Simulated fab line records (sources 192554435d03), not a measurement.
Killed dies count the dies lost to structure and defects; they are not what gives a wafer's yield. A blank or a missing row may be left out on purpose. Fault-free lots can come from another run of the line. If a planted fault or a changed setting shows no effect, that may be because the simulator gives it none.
One fault seen from 3 desks || flow n5-finfet || what lay behind the numbers comes last; until then each desk has only its own

== AT THE TOOL OWNER'S DESK: litho-track-01 ==
The tool's own readings at N5_HKMG_FIN_COAT_85 (time 60 s, resist thk 300 nm): means of the sampled wafers that have a number, for each lot that ran on this tool. A lot is out of limits, marked OUT, if its mean lies more than 4 standard deviations from the usual mean; the brackets give that distance.
Columns: A = heater-power-total-W at N5_HKMG_FIN_COAT_85, usual 500.3 W; B = spin-speed-rpm at N5_HKMG_FIN_COAT_85, usual 1500.1 rpm
{"lot": "L552", "first seen here": "day 7 10:24", "A": 501.5, "B": "1752.2 (+99 or more) OUT"}
{"lot": "L554", "first seen here": "day 7 23:31", "A": 502.0, "B": "1752.1 (+99 or more) OUT"}
This desk's finding: out of limits on L552, L554; first on L552, day 7 10:24 (spin-speed-rpm at N5_HKMG_FIN_COAT_85). In limits: none.

== THE DEFECT DESK ==
What the inspections along the route counted, lot by lot: means of the sampled wafers that have a number. A lot is out of limits, marked OUT, if its mean lies more than 4 standard deviations from the usual mean; the brackets give that distance.
Columns: A = raw-defect-count at N5_HKMG_FIN_INSPECT_14, usual 2.1
{"lot": "L543", "first seen here": "day 5 04:20", "A": 1.0}
{"lot": "L552", "first seen here": "day 7 08:59", "A": 2.0}
{"lot": "L554", "first seen here": "day 7 22:11", "A": 2.7}
{"lot": "L556", "first seen here": "day 8 08:07", "A": 2.0}
{"lot": "L559", "first seen here": "day 9 07:13", "A": 3.0}
{"lot": "L561", "first seen here": "day 9 16:23", "A": 1.0}
This desk's finding: nothing out of limits on any of the 6 lots.

== METROLOGY DESK ==
Means of the sampled wafers that have a number, per lot and without regard to the tool the lot ran on: this is what the gauges read. A lot is out of limits, marked OUT, if its mean lies more than 4 standard deviations from the usual mean; the brackets give that distance.
Columns: A = NWFM_OVL at N5_HKMG_FIN_OVL_MEAS_13, usual 0.0 nm
{"lot": "L543", "first seen here": "day 5 04:18", "A": 0.2}
{"lot": "L552", "first seen here": "day 7 08:57", "A": 0.1}
{"lot": "L554", "first seen here": "day 7 22:10", "A": -0.1}
{"lot": "L556", "first seen here": "day 8 08:06", "A": -0.0}
{"lot": "L559", "first seen here": "day 9 07:11", "A": 0.4}
{"lot": "L561", "first seen here": "day 9 16:22", "A": -0.8}
This desk's finding: nothing out of limits on any of the 6 lots.

== BROUGHT TOGETHER ==
The tool owner's desk could have raised an alarm at day 7 10:24, on L552, L554.
Nothing the defect desk looked at was out of limits.
Metrology desk: nothing out of limits seen.
The defect desk has L552, L554 on record, within its limits.
The metrology desk has L552, L554 on record, within its limits.
Of the lots named, all ran N5_HKMG_FIN_COAT_85 on litho-track-01.

== WHAT THE SIMULATOR HAD PUT IN ==
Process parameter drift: litho-track-01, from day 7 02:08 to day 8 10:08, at N5_HKMG_FIN_COAT_85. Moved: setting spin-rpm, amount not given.
Lots struck among those shown: L552, L554.
How many hours passed from the start of the fault until each desk's first out-of-limits reading: the tool owner's desk, 8.
